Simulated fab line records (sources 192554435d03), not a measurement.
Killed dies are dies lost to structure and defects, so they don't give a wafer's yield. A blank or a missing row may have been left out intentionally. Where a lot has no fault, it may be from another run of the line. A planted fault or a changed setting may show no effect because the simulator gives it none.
A lot that was struck, set against a sound lot || flow n5Finfet || 36 out of 1938 route steps
Sound: wafers L141.1, L141.2, L141.6. Struck: wafers L138.4, L138.6 (left out: L138.3, a lot-mate that was not struck); the cause follows at the end.
At each step with rows: each side's tool, then ch and its chambers, then its first start. Under that, the readings that differ: sound wafers || struck wafers || difference of the means || sigmas: that difference in standard deviations of wafers without a fault.
alike: a reading whose means differ by less than 2 such deviations, as well as words and numbers matching on both sides. not compared: withheld readings; readings where some wafer has no value; bounds like >300 that might hide an equal value; numbers whose values overlap and for which the record gives no deviation.
The two part at a step that has a row with sigmas, a row that says differs or no value, or rows on one side only. When numbers do not overlap yet have no deviation, they are printed without sigmas and do not part them. A reading missing from all wafers of one side parts the sides only when that side holds two or more wafers.

first, 8 steps without rows for these wafers: N5_MOL_CONTACT_COAG_PRE_CLEAN_121; N5_MOL_CONTACT_COAG_CVD_140 (deposits W, target thk 66.5 nm, time 215 s); N5_MOL_CONTACT_COAG_PRECLEAN_127 (cleans in DIW, time 57.5 s); N5_MOL_CONTACT_COAG_SRD_128 (dry time 32 s); N5_MOL_CONTACT_COAG_CMP_52 (polishes, stops on SiO2, t overpolish 1.5 s, target thk 66.5 nm); N5_MOL_CONTACT_COAG_ANNEAL_112 (time 1800 s); N5_BEOL_M0_SAQP_PECVD_00 (deposits SiCN from 3MS/NH3, target thk 8 nm, time 14 s); N5_BEOL_M0_SAQP_ILD_DEP_01 (deposits SiOC from DEMS/O2, target thk 45.419 nm, time 8.7 s).
N5_BEOL_M0_SAQP_HM_DEP_02: deposits TiN, target thk 12 nm.
  sound on pvdSputter-02, day 9 14:12; struck on pvdSputter-01, day 8 23:58
{"reading": "model.TiN_of_BEOL_M0_SAQP_HM_DEP_02.thkNm (nm)", "sound": "11.8 11.8 12", "struck": "19.8 20", "difference": "+8.0", "sigmas": ""}
  alike: substrateTempC, susceptorTempC, throttleValvePct
then, 25 steps without rows for these wafers: N5_BEOL_M0_SAQP_PECVD_03 (deposits SiCN from 3MS/NH3, target thk 12 nm, time 21.1 s); N5_BEOL_M0_SAQP_PECVD_96 (deposits a-Si from SiH4/He, target thk 45 nm, time 45.2 s); N5_BEOL_M0_SAQP_PECVD_97 (deposits SiNx from SiH4/NH3/N2, target thk 23 nm, time 19.9 s); N5_BEOL_M0_SAQP_PECVD_04 (deposits a-Si from SiH4/He, target thk 60 nm, time 60.2 s); N5_BEOL_M0_SAQP_HM_DEP_111 (deposits SiO2 from SiH4/N2O, target thk 12 nm, time 7.2 s); N5_BEOL_M0_SAQP_COAT_81 (time 60 s, resist thk 100 nm); N5_BEOL_M0_SAQP_COAT_82 (time 60 s, resist thk 30 nm); N5_BEOL_M0_SAQP_COAT_08 (resist thk 90 nm); N5_BEOL_M0_SAQP_EBR_10; N5_BEOL_M0_SAQP_SOFTBAKE_09 (time 60 s); N5_BEOL_M0_SAQP_EXPOSE_11 (exposes mask M0 CORE, target cd 42 nm); N5_BEOL_M0_SAQP_PEB_12 (peb time 60 s); N5_BEOL_M0_SAQP_DEVELOP_13 (develop time 30 s); N5_BEOL_M0_SAQP_DESCUM_19 (chemistry O2, time 7.9 s); N5_BEOL_M0_SAQP_ETCH_83 (etches SiARC in CF4, target depth 39 nm, time 65 s); N5_BEOL_M0_SAQP_ETCH_84 (etches SOC in N2/H2, target depth 100 nm, overetch 20 nm, time 150 s); N5_BEOL_M0_SAQP_STRIP_80 (strips in N2/H2); N5_BEOL_M0_SAQP_HM_OPEN_112 (chemistry CHF3/O2, target SiO2, stops on a-Si, target depth 12 nm, time 13.5 s); N5_BEOL_M0_SAQP_STRIP_113 (strips in CHF3/O2); N5_BEOL_M0_SAQP_MANDREL_ETCH_20 (etches a-Si in HBr/Cl2, stops on SiNx, target depth 60 nm, bt time 10 s, time 30 s); N5_BEOL_M0_SAQP_STRIP_86 (strips in N2/H2); N5_BEOL_M0_SAQP_STRIP_115 (strips in post etch residue remover, time 60 s); N5_BEOL_M0_SAQP_SRD_93 (time 30 s); N5_BEOL_M0_SAQP_RECESS_114 (chemistry HF/NH3, target SiO2, target depth 14.4 nm, afs cycles 3, sublimation time 60 s); N5_BEOL_M0_SAQP_SPACER1_ALD_98 (deposits SiO2, target thk 12.8 nm, pulse time 1 s, purge time 2 s).
N5_BEOL_M4_RC_MEAS_101:
  the record has rows for the sound wafers here (prober-01 ch 0, day 13 14:28) and none for the struck ones
-- a jump in the record: the struck wafers' starts before and after are 8 days apart (it breaks off in module BEOL_M4 and resumes in module PASSIVATION, where the first step shown is number 1936 of the route) --
N5_PASSIVATION_PROBE_49:
  only the struck wafers here have rows in the record (prober-02, day 17 00:13); the sound ones have none

== WHERE THEY PART ==
At N5_BEOL_M4_RC_MEAS_101 first; at N5_PASSIVATION_PROBE_49 last (within this record only).

WHY: the cause the simulator had injected
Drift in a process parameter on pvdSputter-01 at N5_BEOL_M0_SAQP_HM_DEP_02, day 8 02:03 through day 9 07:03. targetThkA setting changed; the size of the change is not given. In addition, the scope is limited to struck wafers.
